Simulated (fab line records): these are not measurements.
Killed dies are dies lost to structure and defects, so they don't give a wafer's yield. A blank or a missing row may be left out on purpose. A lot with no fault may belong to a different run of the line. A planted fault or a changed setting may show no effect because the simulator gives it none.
fab line records    flow nand-harc
record: lots: 13  wafers: 37  last-day: 33
route steps=1302 shown A_CHANNEL_HOLE_D1@463 END@1302
lots with no fault: from the same line, run without faults
start-h: hours from the record's opening day to when the first of the lot's shown wafers began    wait-h: time in hours since the lot's previous step    " same as the row above    L1.1+2: a row that stands for several wafers    - no value present, or no start provided    * or withheld: withheld    < > ~ a bound
route shown NAME@n: a module of which the file shows steps, and the number in the route of the first    usual: average and standard deviation across the fault-free wafers    same: alike in all rows    chamber/n: place in a boat    sites: the reading at each site    _std_site: how widely they spread, as a standard deviation    _edge_site: mean of outer sites minus mean of inner sites    radius-mm: how far each site lies from the wafer's centre    mask NAME#n: copy n    behind: the last tool/chamber to shape the wafer    hold: what put the lot on hold/how long, in hours/how the hold closed    device: which transistor (n, p or np) failed to switch    end of line: at the end of the route, the tests of the same wafers    where a step has no rows: the recipe by itself    killed: dies lost to structure and defects at the first sort, not the wafer's yield    map: a wafer's dies, x killed, . not, _ none there
set.NAME: the setting that was run; set.NAME@STEP: the one run at that earlier step    model.NAME: the simulator's own value behind a step, which no gauge read
steps of the route over a sample of lots; a table a step, a row a wafer
services: when a tool's chamber went out of use (start-h, in hours from the record's first day, below 0 if earlier), for how many hours, and the reason
== steps ==
step: NHARC_A_CHANNEL_HOLE_D1_OVL_MEAS_11
usual: overlay-x-nm: 0.1/0.9  overlay-y-nm: -0.2/0.69
lot.wafer  tool        chamber  start-h  wait-h  overlay-x-nm  overlay-y-nm
L152.2     overlay-02  -        200.52   -       -0.1          0.7
L152.4     "           -        "        "       0.0           0.0
L152.5     "           -        "        "       0.6           0.8
L154.1     overlay-02  -        217.98   -       0.2           -1.0
L154.4     "           -        "        "       0.5           -1.4
L154.6     "           -        "        "       0.4           -0.9
L157.4     overlay-02  -        252.61   -       0.0           0.0
L157.5     "           -        "        "       0.4           0.8
L157.6     "           -        "        "       0.9           0.1
L160.1     overlay-02  -        284.67   -       0.5           0.0
L160.2     "           -        "        "       0.7           0.0
L161.4     overlay-02  -        285.11   -       0.3           -1.2
L161.6     "           -        "        "       0.3           -1.0
L162.1     overlay-02  -        292.30   -       -0.1          0.8
L162.2     "           -        "        "       -0.3          1.5
L162.6     "           -        "        "       -0.4          1.0
L163.2     overlay-01  -        309.98   -       0.2           -0.6
L163.3     "           -        "        "       0.9           -0.5
L163.6     "           -        "        "       -0.1          -0.4
L164.2     overlay-02  -        328.53   -       -1.0          0.6
L164.4     "           -        "        "       -1.5          0.9
L164.5     "           -        "        "       -1.7          0.5
L167.2     overlay-02  -        348.82   -       -1.0          -0.4
L167.4     "           -        "        "       -1.1          -0.7
L167.6     "           -        "        "       -1.2          -0.3
L168.2     overlay-01  -        366.93   -       -1.5          -1.0
L168.3     "           -        "        "       -1.1          -1.1
L168.5     "           -        "        "       -1.1          -0.9
L170.2     overlay-01  -        384.04   -       1.8           -0.7
L170.5     "           -        "        "       0.6           -0.1
L170.6     "           -        "        "       0.9           -1.2
L172.4     overlay-01  -        408.68   -       0.4           0.4
L172.5     "           -        "        "       0.6           0.1
L172.6     "           -        "        "       0.6           1.1
L173.3     overlay-01  -        415.50   -       0.0           -1.0
L173.5     "           -        "        "       0.6           -0.7
L173.6     "           -        "        "       0.5           -0.7
step: NHARC_A_CHANNEL_HOLE_D1_INSPECT_12
usual: raw-defect-count: 6/3.1
lot.wafer  tool               chamber  start-h  wait-h  raw-defect-count
L152.2     defect-inspect-01  -        200.55   0.0     8
L152.4     "                  -        "        "       5
L152.5     "                  -        "        "       5
L154.1     defect-inspect-02  -        218.02   0.0     1
L154.4     "                  -        "        "       7
L154.6     "                  -        "        "       4
L157.4     defect-inspect-01  -        252.65   0.0     11
L157.5     "                  -        "        "       6
L157.6     "                  -        "        "       2
L160.1     defect-inspect-01  -        284.71   0.0     8
L160.2     "                  -        "        "       10
L161.4     defect-inspect-02  -        285.15   0.0     6
L161.6     "                  -        "        "       9
L162.1     defect-inspect-02  -        292.34   0.0     9
L162.2     "                  -        "        "       9
L162.6     "                  -        "        "       9
L163.2     defect-inspect-01  -        310.02   0.0     3
L163.3     "                  -        "        "       3
L163.6     "                  -        "        "       7
L164.2     defect-inspect-01  -        328.57   0.0     3
L164.4     "                  -        "        "       12
L164.5     "                  -        "        "       7
L167.2     defect-inspect-02  -        348.86   0.0     0
L167.4     "                  -        "        "       4
L167.6     "                  -        "        "       4
L168.2     defect-inspect-02  -        366.97   0.0     5
L168.3     "                  -        "        "       12
L168.5     "                  -        "        "       8
L170.2     defect-inspect-02  -        384.08   0.0     4
L170.5     "                  -        "        "       5
L170.6     "                  -        "        "       4
L172.4     defect-inspect-02  -        408.71   0.0     1
L172.5     "                  -        "        "       6
L172.6     "                  -        "        "       7
L173.3     defect-inspect-01  -        415.54   0.0     8
L173.5     "                  -        "        "       4
L173.6     "                  -        "        "       4
step: NHARC_A_CHANNEL_HOLE_D1_DESCUM_15
recipe: time-s: 3  o2-flow-sccm: 200  ar-flow-sccm: 0  bias-power-w: 0  chemistry: O2
usual: drypump-motor-current-A: 5.6/0.45  oes-product-au: 0.995/0.012  rf-vpp-V: 57.8/0.85  showerhead-plenum-p-Torr: 1.90/0.068  throttle-valve-pct: 11.311/0.0087
lot.wafer  tool         chamber  start-h  wait-h  drypump-motor-current-A  oes-product-au  rf-hours-counter-h  rf-vpp-V  showerhead-plenum-p-Torr  throttle-valve-pct
L152.4     rie-diel-09  0        200.62   0.1     5.7                      0.983           14                  57.7      1.90                      11.307
L152.2     "            1        "        "       5.7                      0.986           14                  58.5      1.92                      11.307
L152.5     "            0        "        "       5.7                      0.977           -                   57.6      1.90                      11.315
L154.1     rie-diel-13  3        218.09   0.1     5.9                      1.009           2                   59.1      1.81                      11.319
L154.4     "            1        "        "       4.7                      1.005           4                   60.4      1.99                      11.323
L154.6     "            2        "        "       5.6                      1.002           -                   57.5      1.82                      11.333
L157.4     rie-diel-09  1        252.71   0.1     5.7                      0.986           28                  58.8      1.91                      11.286
L157.5     "            1        "        "       5.7                      0.987           -                   57.4      1.91                      11.298
L157.6     "            2        "        "       5.5                      0.993           -                   57.2      1.98                      11.317
L160.1     rie-diel-09  1        284.78   0.1     5.7                      0.987           39                  58.3      1.91                      11.305
L160.2     "            3        "        "       6.6                      1.003           45                  58.3      1.93                      11.308
L161.4     rie-diel-09  1        285.25   0.1     5.7                      0.989           39                  58.1      1.91                      11.303
L161.6     "            0        "        "       5.8                      0.986           -                   58.4      1.89                      11.320
L162.1     rie-diel-13  1        292.42   0.1     4.8                      0.985           9                   57.9      1.99                      11.303
L162.2     "            2        "        "       5.6                      0.997           9                   56.7      1.82                      11.297
L162.6     "            0        "        "       5.6                      0.995           -                   57.7      1.91                      11.303
L163.2     rie-diel-13  0        310.09   0.1     5.6                      0.985           9                   58.6      1.91                      11.330
L163.3     "            1        "        "       4.8                      0.979           10                  58.0      1.99                      11.313
L163.6     "            0        "        "       5.6                      0.986           -                   58.4      1.91                      11.308
L164.2     rie-diel-03  2        328.64   0.1     4.8                      1.005           12                  58.7      1.88                      11.316
L164.4     "            1        "        "       6.1                      1.021           -                   56.0      1.90                      11.318
L164.5     "            3        "        "       5.6                      1.009           -                   57.7      2.07                      11.307
L167.2     rie-diel-03  3        348.93   0.1     5.7                      1.006           18                  58.8      2.07                      11.313
L167.4     "            0        "        "       5.3                      1.010           6                   57.0      1.87                      11.300
L167.6     "            3        "        "       5.7                      1.018           -                   59.3      2.07                      11.315
L168.2     rie-diel-03  0        367.03   0.1     5.3                      1.021           14                  57.4      1.87                      11.327
L168.3     "            3        "        "       5.7                      1.005           24                  59.4      2.07                      11.297
L168.5     "            1        "        "       6.1                      1.016           -                   59.2      1.89                      11.312
L170.2     rie-diel-13  1        384.16   0.1     4.7                      0.975           2                   59.2      1.98                      11.305
L170.6     "            2        "        "       5.6                      1.002           -                   56.8      1.82                      11.306
L170.5     "            3        "        "       5.9                      0.983           -                   58.1      1.81                      11.317
L172.4     rie-diel-13  2        408.79   0.1     5.6                      1.001           4                   55.7      1.82                      11.316
L172.5     "            0        "        "       5.6                      1.004           -                   59.1      1.90                      11.302
L172.6     "            1        "        "       4.8                      0.997           -                   58.2      1.98                      11.318
L173.3     rie-diel-09  2        415.63   0.1     5.4                      0.984           35                  57.7      1.96                      11.314
L173.5     "            1        "        "       5.7                      0.988           -                   57.6      1.89                      11.318
L173.6     "            2        "        "       5.4                      0.982           -                   57.6      1.96                      11.311
step: NHARC_A_CHANNEL_HOLE_D1_ETCH_38
recipe: target-depth-a: 390  over-etch-frac: 0.3  time-s: 65  ion-energy-ev: 80  cf4-flow-sccm: 150  ar-flow-sccm: 0  rf-w: 300  bias-w: 100  chemistry: CF4
usual: drypump-motor-current-A: 5.6/0.47  oes-product-au: 0.996/0.011  rf-vpp-V: 151.1/1.2  run-length-s: 86.4/0.5  showerhead-plenum-p-Torr: 1.76/0.059  throttle-valve-pct: 13.284/0.008
lot.wafer  tool         chamber  start-h  wait-h  drypump-motor-current-A  oes-product-au  rf-hours-counter-h  rf-vpp-V  run-length-s  showerhead-plenum-p-Torr  throttle-valve-pct
L152.2     rie-diel-09  3        200.70   0.1     6.6                      1.000           16                  151.6     86.8          1.79                      13.293
L152.4     "            1        "        "       5.7                      0.991           14                  151.0     87.2          1.77                      13.271
L152.5     "            0        "        "       5.7                      0.970           -                   150.0     86.3          1.76                      13.283
L154.4     rie-diel-13  3        218.17   0.1     5.9                      1.007           2                   148.1     87.1          1.68                      13.286
L154.1     "            0        "        "       5.6                      0.988           3                   151.3     85.7          1.76                      13.294
L154.6     "            2        "        "       5.6                      1.005           -                   149.8     86.5          1.69                      13.289
L157.4     rie-diel-09  1        252.80   0.1     5.7                      0.982           28                  150.9     86.9          1.77                      13.280
L157.6     "            0        "        "       5.8                      0.982           -                   151.8     72.3          1.75                      13.300
L157.5     "            1        "        "       5.7                      0.985           -                   152.2     86.9          1.77                      13.292
L160.1     rie-diel-09  1        284.86   0.1     5.7                      0.978           39                  151.3     72.7          1.77                      13.279
L160.2     "            2        "        "       5.5                      1.000           47                  150.7     86.8          1.82                      13.298
L161.4     rie-diel-09  2        285.65   0.4     5.4                      0.985           47                  151.9     86.4          1.82                      13.287
L161.6     "            0        "        "       5.7                      0.987           -                   150.1     71.7          1.75                      13.296
L162.1     rie-diel-13  3        292.49   0.1     5.9                      0.997           7                   150.5     86.8          1.68                      13.271
L162.2     "            2        "        "       5.6                      1.008           9                   148.2     85.9          1.69                      13.277
L162.6     "            3        "        "       5.9                      0.995           -                   149.6     86.7          1.68                      13.282
L163.3     rie-diel-13  0        310.17   0.1     5.6                      0.989           9                   150.4     86.0          1.76                      13.283
L163.2     "            1        "        "       4.8                      0.994           10                  152.0     85.7          1.83                      13.292
L163.6     "            0        "        "       5.6                      0.981           -                   153.1     86.0          1.76                      13.287
L164.2     rie-diel-03  2        328.75   0.1     4.8                      1.009           12                  152.0     86.4          1.74                      13.285
L164.5     "            3        "        "       5.6                      1.010           -                   152.8     86.1          1.90                      13.286
L164.4     "            1        "        "       6.1                      1.020           -                   151.7     87.2          1.75                      13.272
L167.2     rie-diel-03  3        349.02   0.1     5.6                      1.002           18                  153.5     86.1          1.90                      13.283
L167.4     "            1        "        "       6.1                      1.009           19                  151.3     87.2          1.75                      13.279
L167.6     "            0        "        "       5.3                      1.015           -                   150.5     86.6          1.73                      13.286
L168.3     rie-diel-03  3        367.11   0.1     5.7                      0.999           24                  152.7     85.9          1.90                      13.278
L168.2     "            1        "        "       6.1                      1.001           26                  150.6     87.1          1.75                      13.277
L168.5     "            0        "        "       5.3                      1.021           -                   151.8     86.9          1.73                      13.276
L170.2     rie-diel-13  0        384.24   0.1     5.6                      0.993           2                   151.4     85.7          1.76                      13.280
L170.5     "            2        "        "       5.6                      0.999           -                   150.9     86.2          1.69                      13.277
L170.6     "            3        "        "       5.9                      0.982           -                   148.4     86.7          1.68                      13.278
L172.4     rie-diel-13  0        408.86   0.1     5.6                      1.006           4                   151.6     85.8          1.76                      13.287
L172.5     "            0        "        "       5.6                      1.000           -                   152.0     86.1          1.76                      13.283
L172.6     "            1        "        "       4.7                      0.994           -                   150.6     85.9          1.83                      13.279
L173.3     rie-diel-09  2        415.95   0.3     5.5                      0.976           35                  152.2     86.2          1.81                      13.281
L173.6     "            0        "        "       5.8                      0.976           -                   152.1     86.8          1.74                      13.272
L173.5     "            1        "        "       5.7                      0.995           -                   150.8     87.1          1.75                      13.282
step: NHARC_END_SORT_01
recipe: temp-c: 25
usual: killed-at-array: 49/18  killed-at-other: 0.7/1.1  killed-at-periphery: 4.0/2.6  killed-dies: 54/19  killed-open: 3.4/1.7  killed-short: 2.5/1.7
same: gross-dies: 677
lot.wafer  tool       chamber  start-h  wait-h  killed-at-array  killed-at-other  killed-at-periphery  killed-dies  killed-open  killed-short
L160.1     prober-02  0        658.71   2.5     34               0                1                    35           1            3
killed by level:class
L160.1 A_CHANNEL_HOLE_D1:chamber-film-flake=14 A_CONTACT:chamber-film-flake=4 A_ZERO_WELL:chamber-film-flake=3 A_CHANNEL_HOLE_D2:unspecified=2 A_SGD_CUT:chamber-film-flake=2 A_M0:chamber-film-flake=2 A_CHANNEL_HOLE_D1:area-etch=2 A_CHANNEL_FILL_D1:geometric-particle:short=1
== services ==
tool         chamber  start-h  hours  kind
rie-diel-03  1        192.97   16.2   repair
rie-diel-13  0        198.50   -      clean
rie-diel-13  1        198.50   -      clean
rie-diel-13  2        198.50   -      clean
rie-diel-13  3        198.50   -      clean
rie-diel-13  3        200.01   6.2    repair
rie-diel-13  0        223.18   -      clean
rie-diel-13  1        223.18   -      clean
rie-diel-13  2        223.18   -      clean
rie-diel-13  3        223.18   -      clean
rie-diel-09  1        225.39   4.6    repair
rie-diel-09  -        239.67   0.2    repair
rie-diel-13  0        247.68   -      clean
rie-diel-13  1        247.68   -      clean
rie-diel-13  2        247.68   -      clean
rie-diel-03  -        281.56   9.0    pm
rie-diel-13  -        284.48   3.6    repair
rie-diel-03  0        294.78   38.2   repair
rie-diel-03  3        303.46   1.5    repair
rie-diel-09  0        317.77   5.8    repair
rie-diel-09  -        322.47   9.0    pm
rie-diel-13  2        337.79   12.6   repair
rie-diel-13  -        342.00   9.0    pm
rie-diel-13  3        355.59   5.7    repair
== key ==
first-sign: step: NHARC_A_CHANNEL_HOLE_D1_ETCH_38  reading: run-length-s  direction: down  sigmas: 29  usual: *  struck: *
effect none on later readings
met-at NHARC_A_CHANNEL_HOLE_D1_ETCH_38
struck-lots L157,L160,L161
struck-wafers L157.6,L160.1,L161.6
tester-left-out L157,L160,L161
not-acting-at NHARC_A_CHANNEL_HOLE_D1_OVL_MEAS_11,NHARC_A_CHANNEL_HOLE_D1_INSPECT_12,NHARC_A_CHANNEL_HOLE_D1_DESCUM_15
onset-between 200.70 252.80
fault: kind: process-parameter-drift  tool: rie-diel-09  chamber: -  onset-h: 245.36  steps: NHARC_A_CHANNEL_HOLE_D1_ETCH_38  channel: time-s  offset: *  shape: step  end-h: 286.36  scope: struck-wafers-only  acts-in: *  stated: *
tester-left-out: of these lots the tester's yield and bins aren't shown, on N5 and GAA mostly nor the transistor test; their killed dies are dies lost to structure and defects alone, not to doping, threshold or leakage, so they don't give the yield
